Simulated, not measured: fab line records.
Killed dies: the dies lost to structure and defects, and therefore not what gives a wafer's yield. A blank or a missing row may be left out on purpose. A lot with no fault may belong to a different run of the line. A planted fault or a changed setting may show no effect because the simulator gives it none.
fab line records | flow n5_finfet
[record] lots = 4 | wafers = 12 | last_day = 15
route steps=1938 shown SD_EPI_N@269 SD_EPI_P@295 BEOL_M4@1111 PASSIVATION@1936
lots untouched by any fault: they come from a run of this same line in which no faults occurred
start_h: the number of hours between the record's first day and the start of the first shown wafer of the lot | wait_h: time in hours since the lot's previous step | " same as the row above | L1.1+2: a row that stands for several wafers | - no value, or no start given | * or withheld: withheld | < > ~ a bound
route shown NAME@n: a module of which the file shows steps, and the number in the route of the first | usual: mean/standard deviation of fault-free wafers | same: alike in all rows | chamber/n: place in a boat | sites: the reading at each site | _std_site: standard deviation of those values | _edge_site: mean of outer sites minus mean of inner sites | radius_mm: how far each site lies from the wafer's centre | mask NAME#n: copy n | behind: the last tool/chamber to shape the wafer | hold: the reason the lot was held/the length of the hold in hours/how it ended | device: the transistor (n, p or np) that didn't switch | end of line: at the end of the route, the tests of the same wafers | where a step has no rows: the recipe by itself | killed: the dies lost at the first sort to structure and to defects; this is not the yield of the wafer | map: the dies of a wafer, with x for killed, . for not killed, _ for no die there
set.NAME: the setting that was run; set.NAME@STEP: the one run at that earlier step | model.NAME: the simulator's own value behind a step, which no gauge read
a table for each step, a row for each wafer; lots at some steps of the route
services: when a tool's chamber went out of use (start_h, in hours from the record's first day, below 0 if earlier), for how many hours, and the reason
[[steps]]
[step N5_SD_EPI_N_DEVELOP_08]
[recipe] develop_time_s = 30 | developer = TMAH | resist = CAR-ArF-block | dev_temp_c = 23 | rinse_liquid = diw | dry = air_spin
[step N5_SD_EPI_N_DESCUM_14]
[recipe] chemistry = O2 | time_s = 7.9 | source_power_w = 50 | bias_power_w = 20 | pressure_mtorr = 20 | rf_frequency_hz = 2.712e+07 | temp_c = 40 | resist = CAR-ArF-block | o2_flow_sccm = 225
[step N5_SD_EPI_N_ETCH_34]
[recipe] chemistry = CF4 | target = SiARC | target_depth_a = 455 | mask_material = CAR-ArF-block | time_s = 75.8 | ion_energy_ev = 80 | pressure_mtorr = 40 | source_w = 545 | bias_w = 36 | Ar_flow_sccm = 100 | cf4_flow_sccm = 100 | ends = cleared
[step N5_SD_EPI_N_ETCH_35]
[recipe] chemistry = N2/H2 | target = SOC | overetch_a = 1080 | mask_material = SiARC | temp_c = 40 | ion_energy_ev = 100 | source_w = 3000 | bias_w = 133 | pressure_mtorr = 20 | time_s = 486 | n2_flow_sccm = 200 | h2_flow_sccm = 200
[step N5_SD_EPI_N_STRIP_36]
[recipe] chemistry = N2/H2 | temp_c = 40 | n2_flow_sccm = 200 | h2_flow_sccm = 200 | rf_frequency_hz = 6e+07
[step N5_SD_EPI_N_ETCHBACK_44]
[recipe] chemistry = CH3F/O2 | mode = anisotropic_etchback | target = SiNx | target_depth_a = 145 | stop_on = SiO2 | over_etch_frac = 0.3 | ion_energy_ev = 120 | pressure_mtorr = 30 | source_w = 395 | bias_w = 73 | Ar_flow_sccm = 150 | CH3F_flow_sccm = 30 | O2_flow_sccm = 20
[step N5_SD_EPI_N_ETCH_45]
[recipe] chemistry = CH3F/O2 | target = SiOCN | target_depth_a = 60 | mask_material = SOC | ion_energy_ev = 60 | bias_w = 29 | pressure_mtorr = 15 | source_w = 410 | Ar_flow_sccm = 150 | CH3F_flow_sccm = 30 | O2_flow_sccm = 20
[step N5_SD_EPI_N_ETCH_16]
[recipe] chemistry = CHF3/O2 | target = SiO2 | target_depth_a = 50 | mask_material = SOC | pressure_mtorr = 30 | source_w = 650 | bias_w = 170 | Ar_flow_sccm = 200 | CHF3_flow_sccm = 50 | O2_flow_sccm = 5 | ion_energy_ev = 200
[step N5_SD_EPI_N_STRIP_47]
[recipe] chemistry = CHF3/O2 | resist = SiARC | rf_frequency_hz = 6e+07
[step N5_SD_EPI_N_SD_RECESS_17]
[recipe] chemistry = HBr/Cl2/O2 | target_depth_a = 410 | mask_material = SOC | time_s = 23.7 | bt_time_s = 3 | pressure_mtorr = 10 | icp_w = 800 | bias_w = 112 | HBr_flow_sccm = 150 | Cl2_flow_sccm = 80 | O2_flow_sccm = 12
[usual] drypump_motor_current_A = 5.8/0.39 | oes_product_au = 0.996/0.021 | throttle_valve_pct = 37.1/0.49
lot.wafer | tool      | chamber | start_h | wait_h | drypump_motor_current_A | oes_product_au | rf_hours_counter_h | throttle_valve_pct | model.Si_of_WELL_APT_EPI_41.thk_nm | model.SD_EPI_N.feature_depth_nm | model.etch.depth_nm
L126.4    | rie_si-03 | 2       | 73.22   | 0.0    | 6.3                     | 0.965          | 98                 | 36.6               | 9                                  | 40.2                            | 40.13
L126.5    | "         | 0       | "       | "      | 6.4                     | 1.008          | -                  | 36.6               | 9                                  | 41.4                            | 41.33
L126.6    | "         | 1       | "       | "      | 5.6                     | 1.018          | -                  | 36.3               | 8.2                                | 42                              | 41.96
L132.3    | rie_si-06 | 0       | 111.97  | 0.0    | 5.9                     | 1.006          | 50                 | 37.7               | 8.8                                | 40.8                            | 40.72
L132.5    | "         | 3       | "       | "      | 5.5                     | 0.974          | -                  | 36.9               | 9.6                                | 39.8                            | 39.77
L132.6    | "         | 2       | "       | "      | 6.2                     | 1.021          | -                  | 36.8               | 8.4                                | 41                              | 40.91
L135.1    | rie_si-06 | 0       | 129.65  | 0.0    | 5.9                     | 1.002          | 51                 | 37.7               | 19.6                               | 30.4                            | 30.33
L135.3    | "         | 2       | "       | "      | 6.2                     | 1.026          | 90                 | 36.8               | 9.8                                | 40.4                            | 40.47
L135.6    | "         | 0       | "       | "      | 5.9                     | 1.010          | -                  | 37.7               | 19.8                               | 30.4                            | 30.35
L137.3    | rie_si-06 | 1       | 140.24  | 0.0    | 5.4                     | 0.969          | 128                | 37.6               | 9.6                                | 40                              | 39.93
L137.4    | "         | 0       | "       | "      | 5.9                     | 1.019          | 51                 | 37.7               | 19.6                               | 30.6                            | 30.58
L137.5    | "         | 0       | "       | "      | 5.9                     | 1.004          | -                  | 37.7               | 18.6                               | 30.4                            | 30.5
[step N5_SD_EPI_N_STRIP_38]
[recipe] chemistry = N2/H2 | power_w = 1000 | temp_c = 250 | h2_frac = 0.65 | overash_fraction = 0.3 | pressure_mtorr = withheld | n2_flow_sccm = 1750 | h2_flow_sccm = 3250
[step N5_SD_EPI_N_WET_ETCH_43]
[recipe] chemistry = dHF | dilution = withheld | time_s = 14 | target = SiO2 | target_depth_a = 15 | temp_c = 25
[step N5_SD_EPI_N_STRIP_18]
[recipe] chemistry = SPM | time_s = 750 | temp_c = 130 | h2so4_h2o2_vol_ratio = 4
[usual] bath_heat_duty_pct = 14.8/1.7
lot.wafer | tool         | chamber | start_h | wait_h | bath_heat_duty_pct | model.Si_of_WELL_APT_EPI_41.thk_nm
L126.4    | wet_bench-03 | 4       | 73.40   | 0.0    | 16.7               | 8.6
L126.5    | "            | 5       | "       | "      | 12.8               | 8.6
L126.6    | "            | 2       | "       | "      | 16.8               | 7.8
L132.3    | wet_bench-01 | 6       | 112.16  | 0.0    | 16.0               | 8.4
L132.5    | "            | 3       | "       | "      | 14.7               | 9.2
L132.6    | "            | 2       | "       | "      | 15.5               | 8.2
L135.1    | wet_bench-02 | 0       | 129.84  | 0.0    | 12.4               | 19.4
L135.3    | "            | 5       | "       | "      | 15.6               | 9.4
L135.6    | "            | 3       | "       | "      | 12.8               | 19.4
L137.3    | wet_bench-03 | 0       | 140.43  | 0.0    | 14.3               | 9.4
L137.4    | "            | 6       | "       | "      | 13.4               | 19.2
L137.5    | "            | 3       | "       | "      | 16.9               | 18.2
[step N5_SD_EPI_N_SRD_20]
[recipe] dry = ipa_marangoni | do_ppb = 5 | time_s = 30 | temp_c = 23 | rinse_liquid = diw
[step N5_SD_EPI_N_PRECLEAN_48]
[recipe] chemistry = NF3:NH3 | afs_cycles = 2 | temp_c = 30 | time_s = 20 | sublimation_temp_c = 180 | sublimation_time_s = 60 | pressure_torr = 3 | rf_power_w = 30
[step N5_SD_EPI_N_VAPOR_ETCH_50]
[recipe] chemistry = HCl | target = Si | temp_c = 775 | time_s = 54 | pressure_torr = 20 | mode = isotropic
[step N5_SD_EPI_N_EPI_21]
[recipe] material = Si:P | dopant = P | temp_c = 680 | pressure_torr = 255 | time_s = 690
[step N5_SD_EPI_N_PRECLEAN_24]
[recipe] chemistry = O3/DIW | time_s = 60 | temp_c = 22 | o3_ppm = 10
[step N5_SD_EPI_N_SRD_25]
[recipe] time_s = 30 | temp_c = 23 | rinse_liquid = diw | dry = ipa_marangoni
[step N5_SD_EPI_N_PRECLEAN_49]
[recipe] chemistry = NF3:NH3 | afs_cycles = 1 | temp_c = 30 | time_s = 20 | sublimation_temp_c = 180 | sublimation_time_s = 60 | pressure_torr = 3 | rf_power_w = 30
[step N5_SD_EPI_N_LINER_46]
[recipe] material = SiNx | target_thk_a = 30 | temp_c = 400 | ald_precursor_family = SiH2I2 | ald_co_reactant = N2/H2-plasma | pressure_torr = 2
[step N5_SD_EPI_P_COAT_34]
[recipe] resist = SOC | temp_c = 250 | time_s = 60 | spin_rpm = 1500 | resist_thk_nm = 350
[step N5_SD_EPI_P_COAT_35]
[recipe] resist = SiARC | temp_c = 220 | time_s = 60 | spin_rpm = 1500 | resist_thk_nm = 35
[step N5_SD_EPI_P_COAT_03]
[recipe] resist = CAR-ArF-block | spin_rpm = 1500 | resist_thk_nm = 150
[step N5_SD_EPI_P_EBR_05]
[recipe] solvent = PGMEA | ebr_width_mm = 1.5
[step N5_SD_EPI_P_SOFTBAKE_04]
[recipe] temp_c = 110 | time_s = 60 | resist = CAR-ArF-block
[step N5_SD_EPI_P_EXPOSE_06]
[recipe] mask_id = SD_P_BLK | na = 1.35 | source_shape = conventional | sigma_outer = 0.8 | polarization = unpolarized | target_cd_nm = 240 | dose_mj = 39.5
[step N5_SD_EPI_P_PEB_07]
[recipe] peb_temp_c = 110 | peb_time_s = 60 | resist = CAR-ArF-block
[step N5_SD_EPI_P_DEVELOP_08]
[recipe] develop_time_s = 30 | developer = TMAH | resist = CAR-ArF-block | dev_temp_c = 23 | rinse_liquid = diw | dry = air_spin
[step N5_SD_EPI_P_DESCUM_14]
[recipe] chemistry = O2 | time_s = 7.9 | source_power_w = 50 | bias_power_w = 20 | pressure_mtorr = 20 | rf_frequency_hz = 2.712e+07 | temp_c = 40 | resist = CAR-ArF-block | o2_flow_sccm = 225
[step N5_SD_EPI_P_ETCH_36]
[recipe] chemistry = CF4 | target = SiARC | target_depth_a = 455 | mask_material = CAR-ArF-block | time_s = 75.8 | ion_energy_ev = 80 | pressure_mtorr = 40 | source_w = 545 | bias_w = 36 | Ar_flow_sccm = 100 | cf4_flow_sccm = 100 | ends = cleared
[step N5_SD_EPI_P_ETCH_37]
[recipe] chemistry = N2/H2 | target = SOC | overetch_a = 1080 | mask_material = SiARC | temp_c = 40 | ion_energy_ev = 100 | source_w = 3000 | bias_w = 133 | pressure_mtorr = 20 | time_s = 486 | n2_flow_sccm = 200 | h2_flow_sccm = 200 | ends = end_point
[step N5_SD_EPI_P_STRIP_38]
[recipe] chemistry = N2/H2 | temp_c = 40 | n2_flow_sccm = 200 | h2_flow_sccm = 200 | rf_frequency_hz = 6e+07
[step N5_SD_EPI_P_ETCHBACK_46]
[recipe] chemistry = CH3F/O2 | mode = anisotropic_etchback | target = SiNx | target_depth_a = 175 | stop_on = SiO2 | over_etch_frac = 0.3 | ion_energy_ev = 120 | pressure_mtorr = 30 | source_w = 395 | bias_w = 73 | Ar_flow_sccm = 150 | CH3F_flow_sccm = 30 | O2_flow_sccm = 20
[step N5_BEOL_M4_RC_MEAS_101]
[usual] CJ_N = 4.33/0.091 | DIBL_N = 36.2/1.7 | DIBL_P = 36.6/1.9 | IOFF_N = 0.16/0.032 | IOFF_N_LONG = 5.56e-05/2.5e-06 | IOFF_P = 0.21/0.037 | ION_N = 675/12 | ION_P = 460/8.1 | REXT_N = 76.5/1.6 | SS_N = 71.4/0.58 | SS_P = 73.4/0.64 | VT_N = 249/3.2 | VT_P = -252/3.4
lot.wafer | tool      | chamber | start_h | wait_h | CJ_N | DIBL_N[mV/V] | DIBL_P[mV/V] | IOFF_N[nA/um] | IOFF_N_LONG[nA/um] | IOFF_P[nA/um] | ION_N[uA/um] | ION_P[uA/um] | REXT_N[ohm.um] | SS_N[mV/dec] | SS_P[mV/dec] | VT_N[mV] | VT_P[mV]
L126.4    | prober-02 | 0       | 193.23  | 0.5    | 4.26 | 37.5         | 38.9         | 0.21          | 5.25e-05           | 0.23          | 686          | 473          | 74.5           | 71.2         | 74.1         | 245      | -252
L126.5    | "         | 0       | "       | "      | 4.39 | 34.5         | 34.3         | 0.14          | 5.33e-05           | 0.16          | 670          | 454          | 74.2           | 71.0         | 73.3         | 252      | -255
L126.6    | "         | 0       | "       | "      | 4.45 | 38.8         | 39.7         | 0.23          | 5.29e-05           | 0.24          | 691          | 470          | 73.3           | 71.4         | 75.2         | 243      | -250
L132.3    | prober-02 | 0       | 227.00  | 0.3    | 4.32 | 35.6         | 36.1         | 0.13          | 5.11e-05           | 0.18          | 649          | 446          | 76.2           | 71.5         | 73.2         | 255      | -255
L132.5    | "         | 0       | "       | "      | 4.21 | 36.9         | 38.4         | 0.16          | 5.03e-05           | 0.21          | 674          | 462          | 76.9           | 71.3         | 73.7         | 251      | -251
L132.6    | "         | 0       | "       | "      | 4.38 | 33.4         | 33.4         | 0.11          | 5.15e-05           | 0.15          | 658          | 455          | 75.3           | 70.2         | 72.3         | 255      | -253
L135.1    | prober-02 | 0       | 244.98  | 0.0    | 2.75 | 32.0         | 34.8         | 0.11          | 4.73e-05           | 0.17          | 601          | 457          | 83.7           | 70.6         | 72.9         | 257      | -255
L135.3    | "         | 0       | "       | "      | 4.28 | 38.0         | 38.2         | 0.19          | 5.33e-05           | 0.22          | 661          | 451          | 75.4           | 72.0         | 73.9         | 247      | -250
L135.6    | "         | 0       | "       | "      | 2.77 | 32.2         | 35.0         | 0.10          | 4.69e-05           | 0.17          | 591          | 447          | 82.4           | 70.6         | 72.6         | 255      | -256
L137.3    | prober-01 | 0       | 249.40  | 0.3    | 4.28 | 33.4         | 34.6         | 0.14          | 5.26e-05           | 0.15          | 661          | 441          | 75.4           | 70.5         | 73.4         | 251      | -258
L137.4    | "         | 0       | "       | "      | 2.88 | 34.3         | 39.1         | 0.14          | 4.71e-05           | 0.20          | 599          | 447          | 83.7           | 70.7         | 73.7         | 255      | -258
L137.5    | "         | 0       | "       | "      | 2.87 | 28.0         | 31.5         | 0.08          | 4.77e-05           | 0.12          | 585          | 442          | 83.2           | 69.8         | 72.3         | 258      | -261
[step N5_PASSIVATION_PROBE_49]
[usual] defect_limited_yield = 91.3/1.5 | killed_at_M0_to_M3 = 35/10 | killed_at_M4_up = 12/4.6 | killed_at_contacts = 13/6.6 | killed_at_front_end = 39/11 | killed_at_other = 4/3.4 | killed_dies = 103/17 | killed_open = 67/13 | killed_short = 35/8.2 | sort_bin_5_function = 5.1/0.94 | sort_bin_6_memory = 3.2/0.7 | sort_bin_8_speed = 0.00/0.03 | sort_n_pass = 1077/17 | sort_yield_pct = 91.3/1.5
[same] gross_dies = 1180 | killed_at_back_side = 0 | sort_bin_4_leakage[%] = 0
lot.wafer | tool      | chamber | start_h | wait_h | defect_limited_yield[%] | killed_at_M0_to_M3 | killed_at_M4_up | killed_at_contacts | killed_at_front_end | killed_at_other | killed_dies | killed_open | killed_short | sort_bin_5_function[%] | sort_bin_6_memory[%] | sort_bin_8_speed[%] | sort_n_pass | sort_yield_pct[%]
L135.1    | prober-01 | -       | 342.96  | 0.0    | 92.0                    | 26                 | 16              | 3                  | 42                  | 7               | 94          | 60          | 34           | 4.8                    | 3.0                  | 91.19               | 10          | 0.8
L135.6    | prober-01 | -       | 343.21  | 0.3    | 93.4                    | 35                 | 4               | 8                  | 25                  | 6               | 78          | 51          | 26           | 3.3                    | 3.1                  | 93.31               | 1           | 0.1
L137.4    | prober-02 | -       | 352.85  | 0.2    | 91.7                    | 37                 | 10              | 11                 | 32                  | 8               | 98          | 59          | 39           | 5.3                    | 2.5                  | 88.98               | 32          | 2.7
L137.5    | prober-02 | -       | 352.90  | 0.2    | 92.4                    | 34                 | 7               | 12                 | 29                  | 8               | 90          | 57          | 33           | 4.7                    | 2.7                  | 92.37               | 0           | 0
// killed by level:class
L135.1 FIN_SAQP:geometric_particle:short=12 FIN_SAQP:geometric_particle:open=9 BEOL_M0:geometric_particle:open=6 BEOL_M2:geometric_particle:open=6 DUMMY_GATE:geometric_particle:open=5 BEOL_M1:geometric_particle:open=5 STARTING-WAFER:geometric_particle:open=3 STI_FIN_REVEAL:geometric_particle:open=3
L135.6 BEOL_M2:geometric_particle:open=15 FIN_SAQP:geometric_particle:short=7 MOL_CONTACT_COAG:geometric_particle:open=6 DUMMY_GATE:geometric_particle:open=4 BEOL_M0_SAQP:geometric_particle:open=4 BEOL_M0:geometric_particle:open=4 STI_FIN_REVEAL:geometric_particle:open=3 BEOL_M1:geometric_particle:short=3
L137.4 MOL_CONTACT_COAG:geometric_particle:open=8 GATE_CUT:geometric_particle:short=7 BEOL_M3:geometric_particle:open=7 BEOL_M0_SAQP:geometric_particle:short=6 DUMMY_GATE:geometric_particle:open=5 GATE_CUT:geometric_particle:open=5 BEOL_M0_SAQP:geometric_particle:open=5 BEOL_M1:geometric_particle:short=5
L137.5 MOL_CONTACT_COAG:geometric_particle:open=11 BEOL_M3:geometric_particle:open=7 BEOL_M2:geometric_particle:open=7 BEOL_M0_SAQP:geometric_particle:short=6 FIN_SAQP:geometric_particle:short=5 BEOL_M1:geometric_particle:open=5 STARTING-WAFER:geometric_particle:short=5 MIM_TOP_ETCH:geometric_particle:open=5
// map L135.3 (x killed, . not)
_________________............________________
______________.........x....x..._____________
___________..x...................x.__________
__________........x................._________
________..x........x.......x....x....._______
_______................x...x...........______
______.........x........................_____
_____.............x..x.x.x...............____
____.....x.......x...x.........x..........___
___..........................x.x..x.x......__
___..........x.......................x..x..__
__......xx........x..........xx.......x....x_
__x...................................xx.x.._
_........x......x...x...........x............
_............................................
_......................x.................x...
_....x.......x...x............x.............x
_........................x.x.................
_.....x........................x....x........
_...x.........................x........x.....
_....xx.....x.........x.....x................
__...........x.............x.x...x.........._
__.x.....xx......x...x.........x............_
___x.........x......................xx.....__
___...............x.x......................__
____...................x..x.x.........x...___
_____...x................x....x....x.....____
______........x........................._____
_______..............................x.______
________...x.........................._______
__________.x..x............x........_________
___________........x..........x....__________
______________......x..........._____________
_________________......x.....________________
// map L137.4 (x killed, . not)
_________________............________________
______________..x..xx....x......_____________
___________........x...............__________
__________.........................._________
________...x.x.................x......_______
_______..x..xxx.......x.......x........______
______....xxxx..x................x..x..._____
_____...x.............x..xx..............____
____...x............x.....................___
___....................x..........x......x.__
___.......x....x..x......x.....x...........__
__....................................x....._
__.........x.......x..........x........x...._
_.x................x.........x...............
_......x......................x....x.x.......
_.x..x..............xx.x..........x..........
_............................x.......x.......
_.........................................x..
_...x...............x.........x.....x........
_.............x.......................x......
_.....x................x........x.......x...x
__..............................x......x...._
__.x...........................x...........x_
___.......x.x..............x.x.............__
___....x...........x.........x...........x.__
____......x......x..............x.........___
_____.....................x..............____
______.x..........x....................._____
_______.........................x......______
________.........x...........x........_______
__________....x.......x.........xx.._________
___________..........x.x...x.x..x..__________
______________.................._____________
_________________............________________
[[services]]
tool         | chamber | start_h | hours | kind
rie_si-03    | -       | 58.86   | 0.3   | repair
rie_si-03    | -       | 78.35   | 2.8   | pm
rie_si-06    | -       | 83.34   | 2.8   | pm
wet_bench-01 | -       | 120.50  | 1.2   | repair
[[key]]
[first_sign] step = N5_BEOL_M4_RC_MEAS_101 | reading = CJ_N | direction = down | sigmas = 17 | usual = 4.33 | struck = 2.82
[effect] step = N5_BEOL_M4_RC_MEAS_101 | reading = ION_N | direction = down | sigmas = 6.9 | usual = 675 | struck = 594
[effect] step = N5_BEOL_M4_RC_MEAS_101 | reading = REXT_N | direction = up | sigmas = 4.2 | usual = 76.5 | struck = 83.2
[effect] step = N5_BEOL_M4_RC_MEAS_101 | reading = IOFF_N_LONG | direction = down | sigmas = 3.4 | usual = 5.56e-05 | struck = 4.72e-05
[effect] step = N5_BEOL_M4_RC_MEAS_101 | reading = DIBL_N | direction = down | sigmas = 2.8 | usual = 36.2 | struck = 31.6 | wafers_moved = 2
[effect] step = N5_BEOL_M4_RC_MEAS_101 | reading = VT_N | direction = up | sigmas = 2.2 | usual = 249 | struck = 256
[effect] step = N5_BEOL_M4_RC_MEAS_101 | reading = IOFF_N | direction = down | sigmas = 1.8 | usual = 0.16 | struck = 0.11
[effect] step = N5_PASSIVATION_PROBE_49 | reading = sort_bin_8_speed | direction = up | sigmas = 99+ | usual = 0.00 | struck = 91.46
[model_effect] step = N5_SD_EPI_N_SD_RECESS_17 | value = Si_of_WELL_APT_EPI_41.thk_nm | without = 9 | struck = 19.4
[model_effect] step = N5_SD_EPI_N_STRIP_18 | value = Si_of_WELL_APT_EPI_41.thk_nm | without = 8.7 | struck = 19.05
met_at N5_SD_EPI_N_SD_RECESS_17
struck_wafers L135.1,L135.6,L137.4,L137.5
onset_between 111.97 129.65
[fault] kind = process_parameter_drift | tool = rie_si-06 | chamber = 0 | onset_h = 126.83 | steps = N5_SD_EPI_N_SD_RECESS_17 | channel = time_s | offset = * | shape = step | end_h = 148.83 | acts_in = * | stated = *
